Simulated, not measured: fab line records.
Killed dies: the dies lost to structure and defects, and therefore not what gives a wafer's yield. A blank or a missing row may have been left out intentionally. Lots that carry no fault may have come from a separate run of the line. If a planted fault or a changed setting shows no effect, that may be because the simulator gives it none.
The tool behind it: which one? / flow n5Finfet / 24 lots with 72 wafers sampled at 6 steps, on a route of 1938 steps

== WHAT THE GAUGES READ, wafer by wafer ==
N5_SD_ACTIVATION_RS_MEAS_03: measures by four-point-probe.
lot=L074; measured=day 3 17:52; on=filmMetro-02; RS_SD_N (ohm/sq)=22.32 22.13 22.11; RS_SD_P (ohm/sq)=57.3 57.6 57.0
lot=L075; measured=day 3 17:59; on=filmMetro-01; RS_SD_N (ohm/sq)=21.84 21.72 21.43; RS_SD_P (ohm/sq)=57.2 57.1 57.5
lot=L076; measured=day 3 23:23; on=filmMetro-02; RS_SD_N (ohm/sq)=21.38 21.68 21.80; RS_SD_P (ohm/sq)=57.9 57.5 57.2
lot=L077; measured=day 4 06:12; on=filmMetro-02; RS_SD_N (ohm/sq)=22.55 22.00 22.33; RS_SD_P (ohm/sq)=57.6 56.6 57.0
lot=L078; measured=day 4 15:20; on=filmMetro-02; RS_SD_N (ohm/sq)=21.70 21.72 21.54; RS_SD_P (ohm/sq)=55.8 56.2 56.6
lot=L079; measured=day 4 17:34; on=filmMetro-02; RS_SD_N (ohm/sq)=21.64 21.68 21.65; RS_SD_P (ohm/sq)=54.4 54.3 55.3
lot=L080; measured=day 4 22:04; on=filmMetro-02; RS_SD_N (ohm/sq)=21.97 21.99 22.04; RS_SD_P (ohm/sq)=54.9 56.7 55.6
lot=L081; measured=day 5 05:35; on=filmMetro-01; RS_SD_N (ohm/sq)=21.69 21.44 21.96; RS_SD_P (ohm/sq)=58.3 58.2 57.1
lot=L082; measured=day 5 14:24; on=filmMetro-02; RS_SD_N (ohm/sq)=21.99 21.90 22.10; RS_SD_P (ohm/sq)=56.3 56.6 57.4
lot=L083; measured=day 5 19:53; on=filmMetro-02; RS_SD_N (ohm/sq)=21.86 22.04 21.91; RS_SD_P (ohm/sq)=57.2 56.8 57.4
lot=L084; measured=day 6 01:32; on=filmMetro-01; RS_SD_N (ohm/sq)=21.59 21.67 21.90; RS_SD_P (ohm/sq)=56.9 56.3 57.2
lot=L085; measured=day 6 07:54; on=filmMetro-02; RS_SD_N (ohm/sq)=21.78 22.22 22.09; RS_SD_P (ohm/sq)=56.1 56.0 56.3
lot=L086; measured=day 6 17:30; on=filmMetro-01; RS_SD_N (ohm/sq)=21.59 21.76 22.04; RS_SD_P (ohm/sq)=55.5 56.0 55.1
lot=L087; measured=day 6 19:39; on=filmMetro-02; RS_SD_N (ohm/sq)=22.09 21.66 22.10; RS_SD_P (ohm/sq)=56.3 57.7 57.7
lot=L088; measured=day 7 01:15; on=filmMetro-02; RS_SD_N (ohm/sq)=21.55 21.49 21.67; RS_SD_P (ohm/sq)=56.7 56.5 56.2
lot=L089; measured=day 7 04:49; on=filmMetro-01; RS_SD_N (ohm/sq)=22.17 21.91 22.31; RS_SD_P (ohm/sq)=55.1 55.1 56.1
lot=L090; measured=day 7 11:20; on=filmMetro-02; RS_SD_N (ohm/sq)=21.75 21.87 21.73; RS_SD_P (ohm/sq)=55.6 55.3 55.7
lot=L091; measured=day 7 18:05; on=filmMetro-01; RS_SD_N (ohm/sq)=22.09 21.83 21.87; RS_SD_P (ohm/sq)=55.0 55.3 55.9
lot=L092; measured=day 7 22:56; on=filmMetro-02; RS_SD_N (ohm/sq)=22.32 22.34 22.50; RS_SD_P (ohm/sq)=55.5 55.1 54.9
lot=L093; measured=day 8 07:54; on=filmMetro-01; RS_SD_N (ohm/sq)=21.84 22.08 22.22; RS_SD_P (ohm/sq)=57.5 57.7 57.4
lot=L094; measured=day 8 12:58; on=filmMetro-02; RS_SD_N (ohm/sq)=21.94 22.08 21.46; RS_SD_P (ohm/sq)=57.2 56.3 55.6
lot=L095; measured=day 8 15:41; on=filmMetro-01; RS_SD_N (ohm/sq)=21.38 21.57 21.51; RS_SD_P (ohm/sq)=55.5 56.1 56.2
lot=L096; measured=day 8 22:05; on=filmMetro-02; RS_SD_N (ohm/sq)=22.27 22.31 22.02; RS_SD_P (ohm/sq)=55.9 56.1 56.1
lot=L097; measured=day 9 08:52; on=filmMetro-01; RS_SD_N (ohm/sq)=21.89 22.21 22.27; RS_SD_P (ohm/sq)=54.1 53.8 53.6

N5_SDB_OVL_MEAS_12.
lot=L074; measured=day 4 03:33; on=overlay-02; SDB_OVL (nm)=-0.9 0.7 1.3
lot=L075; measured=day 4 03:23; on=overlay-02; SDB_OVL (nm)=-1.6 -1.0 -0.7
lot=L076; measured=day 4 07:49; on=overlay-01; SDB_OVL (nm)=0.2 -1.1 0.1
lot=L077; measured=day 4 13:31; on=overlay-01; SDB_OVL (nm)=1.2 0.0 0.3
lot=L078; measured=day 4 22:24; on=overlay-02; SDB_OVL (nm)=-0.1 0.1 -0.5
lot=L079; measured=day 5 01:05; on=overlay-01; SDB_OVL (nm)=0.9 1.0 0.9
lot=L080; measured=day 5 06:41; on=overlay-02; SDB_OVL (nm)=0.0 0.2 -0.4
lot=L081; measured=day 5 13:56; on=overlay-02; SDB_OVL (nm)=1.3 0.4 1.3
lot=L082; measured=day 5 21:23; on=overlay-01; SDB_OVL (nm)=-0.6 -0.6 -0.4
lot=L083; measured=day 6 03:14; on=overlay-01; SDB_OVL (nm)=0.4 -0.1 0.3
lot=L084; measured=day 6 08:51; on=overlay-01; SDB_OVL (nm)=-0.4 -1.4 -0.9
lot=L085; measured=day 6 15:39; on=overlay-01; SDB_OVL (nm)=0.8 0.1 0.9
lot=L086; measured=day 7 00:36; on=overlay-02; SDB_OVL (nm)=-1.2 -0.1 -0.6
lot=L087; measured=day 7 03:32; on=overlay-02; SDB_OVL (nm)=-0.2 -0.4 0.2
lot=L088; measured=day 7 08:53; on=overlay-01; SDB_OVL (nm)=-1.2 0.2 -1.0
lot=L089; measured=day 7 12:01; on=overlay-02; SDB_OVL (nm)=0.1 0.7 -0.8
lot=L090; measured=day 7 19:12; on=overlay-02; SDB_OVL (nm)=-1.8 -0.1 0.4
lot=L091; measured=day 8 01:13; on=overlay-02; SDB_OVL (nm)=0.8 0.1 0.5
lot=L092; measured=day 8 05:56; on=overlay-02; SDB_OVL (nm)=-0.3 0.1 -0.8
lot=L093; measured=day 8 15:00; on=overlay-01; SDB_OVL (nm)=-1.0 -0.5 0.2
lot=L094; measured=day 8 21:04; on=overlay-02; SDB_OVL (nm)=1.2 0.3 0.4
lot=L095; measured=day 8 23:22; on=overlay-01; SDB_OVL (nm)=-0.6 -0.7 -0.1
lot=L096; measured=day 9 05:49; on=overlay-02; SDB_OVL (nm)=-0.1 -1.3 -1.9
lot=L097; measured=day 9 16:48; on=overlay-01; SDB_OVL (nm)=-0.1 -0.1 -0.4

N5_SDB_THK_MEAS_31.
lot=L074; measured=day 4 07:43; on=filmMetro-02; SDB_THK (nm)=63.5 64.8 65.2
lot=L075; measured=day 4 07:21; on=filmMetro-01; SDB_THK (nm)=63.4 61.4 64.3
lot=L076; measured=day 4 12:09; on=filmMetro-01; SDB_THK (nm)=65.5 65.4 63.0
lot=L077; measured=day 4 17:26; on=filmMetro-01; SDB_THK (nm)=63.4 65.4 64.1
lot=L078; measured=day 5 03:59; on=filmMetro-01; SDB_THK (nm)=64.4 63.7 63.3
lot=L079; measured=day 5 05:20; on=filmMetro-01; SDB_THK (nm)=63.0 63.9 63.8
lot=L080; measured=day 5 11:10; on=filmMetro-02; SDB_THK (nm)=64.3 62.0 66.0
lot=L081; measured=day 5 17:51; on=filmMetro-01; SDB_THK (nm)=63.9 64.4 64.6
lot=L082; measured=day 6 01:51; on=filmMetro-02; SDB_THK (nm)=63.9 64.7 64.5
lot=L083; measured=day 6 08:29; on=filmMetro-01; SDB_THK (nm)=62.5 63.1 63.3
lot=L084; measured=day 6 12:56; on=filmMetro-01; SDB_THK (nm)=63.8 61.8 63.3
lot=L085; measured=day 6 19:44; on=filmMetro-01; SDB_THK (nm)=66.5 64.1 63.4
lot=L086; measured=day 7 04:30; on=filmMetro-01; SDB_THK (nm)=65.3 64.8 65.7
lot=L087; measured=day 7 07:25; on=filmMetro-01; SDB_THK (nm)=63.5 64.5 63.5
lot=L088; measured=day 7 13:05; on=filmMetro-01; SDB_THK (nm)=63.4 63.6 65.0
lot=L089; measured=day 7 15:54; on=filmMetro-02; SDB_THK (nm)=64.5 64.5 62.8
lot=L090; measured=day 7 23:05; on=filmMetro-01; SDB_THK (nm)=62.6 63.5 63.2
lot=L091; measured=day 8 06:43; on=filmMetro-01; SDB_THK (nm)=65.9 66.3 65.9
lot=L092; measured=day 8 09:50; on=filmMetro-02; SDB_THK (nm)=62.2 63.6 62.8
lot=L093; measured=day 8 19:16; on=filmMetro-02; SDB_THK (nm)=64.3 62.3 62.5
lot=L094; measured=day 9 01:03; on=filmMetro-02; SDB_THK (nm)=61.8 64.4 62.7
lot=L095; measured=day 9 03:27; on=filmMetro-02; SDB_THK (nm)=63.4 61.8 63.7
lot=L096; measured=day 9 09:42; on=filmMetro-01; SDB_THK (nm)=63.0 62.3 62.7
lot=L097; measured=day 9 20:41; on=filmMetro-02; SDB_THK (nm)=62.8 62.9 61.9

N5_DUMMY_REMOVAL_INSPECT_06: inspects for defects (brightfield).
lot=L074; measured=day 4 07:59; on=defectInspect-01; rawDefectCount=12 10 13
lot=L075; measured=day 4 07:37; on=defectInspect-02; rawDefectCount=17 18 23
lot=L076; measured=day 4 12:25; on=defectInspect-01; rawDefectCount=10 10 12
lot=L077; measured=day 4 17:41; on=defectInspect-02; rawDefectCount=6 10 5
lot=L078; measured=day 5 04:15; on=defectInspect-02; rawDefectCount=9 12 8
lot=L079; measured=day 5 05:35; on=defectInspect-01; rawDefectCount=11 46 18
lot=L080; measured=day 5 11:25; on=defectInspect-02; rawDefectCount=12 6 11
lot=L081; measured=day 5 18:07; on=defectInspect-01; rawDefectCount=14 22 18
lot=L082; measured=day 6 02:07; on=defectInspect-01; rawDefectCount=14 12 15
lot=L083; measured=day 6 08:47; on=defectInspect-02; rawDefectCount=13 5 15
lot=L084; measured=day 6 13:11; on=defectInspect-01; rawDefectCount=16 11 9
lot=L085; measured=day 6 20:02; on=defectInspect-02; rawDefectCount=19 12 13
lot=L086; measured=day 7 04:46; on=defectInspect-01; rawDefectCount=33 24 23
lot=L087; measured=day 7 07:59; on=defectInspect-01; rawDefectCount=13 4 13
lot=L088; measured=day 7 13:24; on=defectInspect-01; rawDefectCount=10 5 25
lot=L089; measured=day 7 16:09; on=defectInspect-01; rawDefectCount=6 13 5
lot=L090; measured=day 7 23:20; on=defectInspect-01; rawDefectCount=11 9 26
lot=L091; measured=day 8 07:16; on=defectInspect-02; rawDefectCount=22 16 24
lot=L092; measured=day 8 10:06; on=defectInspect-02; rawDefectCount=21 9 11
lot=L093; measured=day 8 19:32; on=defectInspect-01; rawDefectCount=15 8 3
lot=L094; measured=day 9 01:25; on=defectInspect-01; rawDefectCount=14 17 18
lot=L095; measured=day 9 03:43; on=defectInspect-02; rawDefectCount=18 13 7
lot=L096; measured=day 9 09:57; on=defectInspect-02; rawDefectCount=14 14 14
lot=L097; measured=day 9 21:26; on=defectInspect-02; rawDefectCount=16 8 12

== WHAT TOOL EACH LOT RAN ON (gives the tool, then ch and the chambers of the sampled wafers, and finally the start) ==
lot=L074; N5_ILD0_CMP_07=cmp-02 ch 1,2, day 3 22:13; N5_ILD0_CMP_12=cmp-03 ch 0,1, day 4 02:35
lot=L075; N5_ILD0_CMP_07=cmp-01 ch 1,2,3, day 3 22:13; N5_ILD0_CMP_12=cmp-02 ch 0,2,3, day 4 02:38
lot=L076; N5_ILD0_CMP_07=cmp-03 ch 1,2,3, day 4 03:13; N5_ILD0_CMP_12=cmp-03 ch 1,2,3, day 4 07:03
lot=L077; N5_ILD0_CMP_07=cmp-03 ch 0,2,3, day 4 09:32; N5_ILD0_CMP_12=cmp-01 ch 0,1, day 4 12:40
lot=L078; N5_ILD0_CMP_07=cmp-01 ch 1,3, day 4 18:20; N5_ILD0_CMP_12=cmp-03 ch 1,2,3, day 4 21:38
lot=L079; N5_ILD0_CMP_07=cmp-03 ch 0,1,3, day 4 20:52; N5_ILD0_CMP_12=cmp-02 ch 0,1,3, day 5 00:17
lot=L080; N5_ILD0_CMP_07=cmp-02 ch 1,2,3, day 5 02:45; N5_ILD0_CMP_12=cmp-01 ch 2,3, day 5 05:59
lot=L081; N5_ILD0_CMP_07=cmp-01 ch 0,2,3, day 5 10:04; N5_ILD0_CMP_12=cmp-02 ch 0,1,3, day 5 13:13
lot=L082; N5_ILD0_CMP_07=cmp-02 ch 0,2,3, day 5 17:28; N5_ILD0_CMP_12=cmp-03 ch 0,2,3, day 5 20:43
lot=L083; N5_ILD0_CMP_07=cmp-01 ch 2,3, day 5 22:56; N5_ILD0_CMP_12=cmp-02 ch 0,3, day 6 02:20
lot=L084; N5_ILD0_CMP_07=cmp-03 ch 0,3, day 6 04:48; N5_ILD0_CMP_12=cmp-02 ch 0,1, day 6 08:11
lot=L085; N5_ILD0_CMP_07=cmp-01 ch 1,2,3, day 6 11:13; N5_ILD0_CMP_12=cmp-02 ch 0,2,3, day 6 14:51
lot=L086; N5_ILD0_CMP_07=cmp-02 ch 0,1,3, day 6 20:38; N5_ILD0_CMP_12=cmp-01 ch 0,2,3, day 6 23:53
lot=L087; N5_ILD0_CMP_07=cmp-02 ch 0,2,3, day 6 22:44; N5_ILD0_CMP_12=cmp-01 ch 0,1, day 7 02:43
lot=L088; N5_ILD0_CMP_07=cmp-01 ch 0,3, day 7 04:34; N5_ILD0_CMP_12=cmp-01 ch 0,1, day 7 08:04
lot=L089; N5_ILD0_CMP_07=cmp-02 ch 1,2,3, day 7 07:57; N5_ILD0_CMP_12=cmp-02 ch 0,1,3, day 7 11:10
lot=L090; N5_ILD0_CMP_07=cmp-01 ch 0,1,3, day 7 14:37; N5_ILD0_CMP_12=cmp-01 ch 0,2,3, day 7 18:31
lot=L091; N5_ILD0_CMP_07=cmp-01 ch 0,1,2, day 7 21:10; N5_ILD0_CMP_12=cmp-03 ch 0,2,3, day 8 00:22
lot=L092; N5_ILD0_CMP_07=cmp-01 ch 1,2, day 8 02:00; N5_ILD0_CMP_12=cmp-01 ch 0,2,3, day 8 05:15
lot=L093; N5_ILD0_CMP_07=cmp-01 ch 0,1,2, day 8 10:57; N5_ILD0_CMP_12=cmp-02 ch 1,2,3, day 8 14:10
lot=L094; N5_ILD0_CMP_07=cmp-02 ch 0,3, day 8 16:10; N5_ILD0_CMP_12=cmp-02 ch 1,2, day 8 20:13
lot=L095; N5_ILD0_CMP_07=cmp-02 ch 1,2, day 8 18:48; N5_ILD0_CMP_12=cmp-03 ch 1,2, day 8 22:41
lot=L096; N5_ILD0_CMP_07=cmp-01 ch 0,2,3, day 9 01:46; N5_ILD0_CMP_12=cmp-02 ch 1,2,3, day 9 05:01
lot=L097; N5_ILD0_CMP_07=cmp-02 ch 1,2, day 9 11:54; N5_ILD0_CMP_12=cmp-02 ch 1,2, day 9 15:58
- N5_ILD0_CMP_07: polishes SiO2 flowable, stops on poly-Si, t overpolish 1.18 s, target thk 138.88 nm.
- N5_ILD0_CMP_12: polishes SiNx, stops on poly-Si, t overpolish 6 s, target thk 17.67 nm.

== WHAT THE TOOLS THEMSELVES READ (means of the sampled wafers that have a number; where no wafer has one, the mark that the record gives instead) ==
N5_ILD0_CMP_07.
lot=L074; tool=cmp-02; motorCurrentA (A)=14.3
lot=L075; tool=cmp-01; motorCurrentA (A)=11.9
lot=L076; tool=cmp-03; motorCurrentA (A)=12.1
lot=L077; tool=cmp-03; motorCurrentA (A)=12.5
lot=L078; tool=cmp-01; motorCurrentA (A)=11.0
lot=L079; tool=cmp-03; motorCurrentA (A)=12.7
lot=L080; tool=cmp-02; motorCurrentA (A)=12.4
lot=L081; tool=cmp-01; motorCurrentA (A)=12.9
lot=L082; tool=cmp-02; motorCurrentA (A)=11.9
lot=L083; tool=cmp-01; motorCurrentA (A)=13.3
lot=L084; tool=cmp-03; motorCurrentA (A)=12.8
lot=L085; tool=cmp-01; motorCurrentA (A)=12.2
lot=L086; tool=cmp-02; motorCurrentA (A)=13.5
lot=L087; tool=cmp-02; motorCurrentA (A)=11.7
lot=L088; tool=cmp-01; motorCurrentA (A)=12.4
lot=L089; tool=cmp-02; motorCurrentA (A)=12.7
lot=L090; tool=cmp-01; motorCurrentA (A)=11.4
lot=L091; tool=cmp-01; motorCurrentA (A)=11.9
lot=L092; tool=cmp-01; motorCurrentA (A)=12.5
lot=L093; tool=cmp-01; motorCurrentA (A)=11.7
lot=L094; tool=cmp-02; motorCurrentA (A)=11.8
lot=L095; tool=cmp-02; motorCurrentA (A)=12.7
lot=L096; tool=cmp-01; motorCurrentA (A)=12.5
lot=L097; tool=cmp-02; motorCurrentA (A)=12.9

N5_ILD0_CMP_12.
lot=L074; tool=cmp-03; motorCurrentA (A)=9.1; overpolishRunS (s)=5.992; timeToEndpointS (s)=26
lot=L075; tool=cmp-02; motorCurrentA (A)=8.8; overpolishRunS (s)=6.005; timeToEndpointS (s)=29
lot=L076; tool=cmp-03; motorCurrentA (A)=8.9; overpolishRunS (s)=5.997; timeToEndpointS (s)=28
lot=L077; tool=cmp-01; motorCurrentA (A)=8.0; overpolishRunS (s)=6.007; timeToEndpointS (s)=29
lot=L078; tool=cmp-03; motorCurrentA (A)=8.9; overpolishRunS (s)=5.996; timeToEndpointS (s)=28
lot=L079; tool=cmp-02; motorCurrentA (A)=9.5; overpolishRunS (s)=5.993; timeToEndpointS (s)=25
lot=L080; tool=cmp-01; motorCurrentA (A)=10.3; overpolishRunS (s)=6.011; timeToEndpointS (s)=32
lot=L081; tool=cmp-02; motorCurrentA (A)=9.8; overpolishRunS (s)=6.004; timeToEndpointS (s)=25
lot=L082; tool=cmp-03; motorCurrentA (A)=8.7; overpolishRunS (s)=6.001; timeToEndpointS (s)=26
lot=L083; tool=cmp-02; motorCurrentA (A)=8.5; overpolishRunS (s)=6.001; timeToEndpointS (s)=23
lot=L084; tool=cmp-02; motorCurrentA (A)=10.3; overpolishRunS (s)=6.005; timeToEndpointS (s)=23
lot=L085; tool=cmp-02; motorCurrentA (A)=8.7; overpolishRunS (s)=5.999; timeToEndpointS (s)=25
lot=L086; tool=cmp-01; motorCurrentA (A)=9.3; overpolishRunS (s)=5.996; timeToEndpointS (s)=28
lot=L087; tool=cmp-01; motorCurrentA (A)=7.8; overpolishRunS (s)=5.999; timeToEndpointS (s)=31
lot=L088; tool=cmp-01; motorCurrentA (A)=7.8; overpolishRunS (s)=6.002; timeToEndpointS (s)=29
lot=L089; tool=cmp-02; motorCurrentA (A)=9.7; overpolishRunS (s)=6.000; timeToEndpointS (s)=26
lot=L090; tool=cmp-01; motorCurrentA (A)=9.3; overpolishRunS (s)=6.005; timeToEndpointS (s)=30
lot=L091; tool=cmp-03; motorCurrentA (A)=9.0; overpolishRunS (s)=6.011; timeToEndpointS (s)=29
lot=L092; tool=cmp-01; motorCurrentA (A)=9.1; overpolishRunS (s)=5.991; timeToEndpointS (s)=28
lot=L093; tool=cmp-02; motorCurrentA (A)=9.5; overpolishRunS (s)=6.003; timeToEndpointS (s)=25
lot=L094; tool=cmp-02; motorCurrentA (A)=10.2; overpolishRunS (s)=6.000; timeToEndpointS (s)=24
lot=L095; tool=cmp-03; motorCurrentA (A)=8.5; overpolishRunS (s)=5.996; timeToEndpointS (s)=32
lot=L096; tool=cmp-02; motorCurrentA (A)=9.6; overpolishRunS (s)=5.998; timeToEndpointS (s)=24
lot=L097; tool=cmp-02; motorCurrentA (A)=10.3; overpolishRunS (s)=5.996; timeToEndpointS (s)=26

== THE ANSWER, worked out from the rows above alone ==
Rule: what is usual is taken from the lots themselves. The widest of any qualifying gaps counts: lots, ordered by their means at a reading, are off when they make up no more than a third of the lots, leave a main group of 4 or more, and stand apart from it by 3 or more times the standard deviation of that group's means. If all means in a main group match to the digits the tables above print for the reading, that group is not used. Also off: a lot with no number at a reading for which 4 or more lots have one. All remaining lots with rows at the step are treated as sound. After the gauges, taken in route order, come the tools' own readings; for these a lot's mean is taken, as printed above. At the first step where some lot is off, the reading lying furthest off is the one used; lots without a number count as furthest.
Nothing can be told from this: no lot is off at any reading shown.

== WHAT THE SIMULATOR HAD INSERTED ==
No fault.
